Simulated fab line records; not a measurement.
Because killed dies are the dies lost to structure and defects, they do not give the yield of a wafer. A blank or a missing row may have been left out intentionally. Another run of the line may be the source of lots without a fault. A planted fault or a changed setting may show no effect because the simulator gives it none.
Split-lot trial ; flow n5 finfet ; 21 wafers read from 7 lots, route of 1938 steps

== ABOUT THE SPLIT ==
At N5_BEOL_M8_EXPOSE_25 (exposes mask V7, target cd 40 nm), the setting dose mj was moved away from the recipe's 42.5 on 6 of the 21 wafers read, by -6.7% to -4.1%. This setting was run at the recipe's value on the other wafers.

== FROM THE SPLIT TO THE READING: what the file shows between them, 2 steps ==
- N5_BEOL_M8_PEB_26: peb time 60 s
- N5_BEOL_M8_DEVELOP_27: develop time 30 s

== THE READING ==
BEOL_M8.cd nm (the simulator's own value, which no gauge read), in nm, at N5_BEOL_M8_DESCUM_33 (chemistry O2, time 7 s). There is no usual value for it anywhere in the file. Here, 15 wafers ran the recipe; their average is 40.0 nm with a standard deviation of 0.11 nm.

wafer;tool, chamber at the split;dose mj as run;against the recipe;BEOL_M8.cd nm, nm;against lot-mates on the recipe
L075.2;euv scanner-01, 0;42.5;recipe;40;-
L075.4;euv scanner-01, 0;42.5;recipe;39.8;-
L075.6;euv scanner-01, 0;40.75;-4.1%;39.2;-0.7
L078.1;euv scanner-01, 0;42.5;recipe;40;-
L078.6;euv scanner-01, 0;42.5;recipe;40;-
L078.4;euv scanner-01, 0;42.5;recipe;39.8;-
L082.2;euv scanner-01, 0;42.5;recipe;40;-
L082.3;euv scanner-01, 0;42.5;recipe;40;-
L082.6;euv scanner-01, 0;42.5;recipe;40;-
L084.1;euv scanner-02, 0;42.5;recipe;40;-
L084.2;euv scanner-02, 0;42.5;recipe;40.2;-
L084.3;euv scanner-02, 0;42.5;recipe;40.2;-
L087.4;euv scanner-01, 0;39.65;-6.7%;38.8;no lot-mate on the recipe
L087.5;euv scanner-01, 0;39.65;-6.7%;38.8;no lot-mate on the recipe
L087.6;euv scanner-01, 0;39.65;-6.7%;38.8;no lot-mate on the recipe
L093.2;euv scanner-01, 0;42.5;recipe;39.8;-
L093.4;euv scanner-01, 0;42.5;recipe;40;-
L093.5;euv scanner-01, 0;42.5;recipe;40;-
L096.1;euv scanner-02, 0;40.51;-4.7%;39;-1.0
L096.4;euv scanner-02, 0;40.51;-4.7%;39.2;-0.8
L096.5;euv scanner-02, 0;42.5;recipe;40;-

FIT RESULTS
A straight line over all 21 wafers: BEOL_M8.cd nm changes by +0.181 nm for each +1% of dose mj; r = +0.98; the points scatter about the line by 0.11 nm.
The same after taking each lot's own level away (the mean of its wafers on the recipe; 18 wafers): +0.186 nm for each +1%; r = +0.97; scatter 0.089 nm.
According to that fit, moving dose mj by its largest amount changes the reading by 1.2 nm.
From 39.90 to 40.13 nm: that is the span of the lots' own levels, equal to 2.0 times the standard deviation above.
So the lot-to-lot level changes the slope little: the two slopes agree.
Check: with one of the wafers moved furthest among these (-4.7%) left out of the fit, the line predicts -0.798 nm for it against its lot-mates. It came out at -1 nm against them.

== THE OTHER SPLITS THESE WAFERS WENT THROUGH ==
Note: prior to the reading, these wafers also went through further splits. Each is held against what the fit with the lots' levels taken away leaves over:
other split on the same wafers;wafers away from the commonest value;r with BEOL_M8.cd nm (lot level and that fit taken away)
N5_BEOL_M6_COAT_60 spin rpm;9;+0.11
N5_BEOL_M7_DEP_56 time s;5;-0.29
N5_BEOL_M8_ILD_DEP_00 time s;5;+0.17

== THE FILE'S OWN FIT ==
BEOL_M8.cd nm changes by +0.183 nm for each +1% of dose mj, r = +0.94.
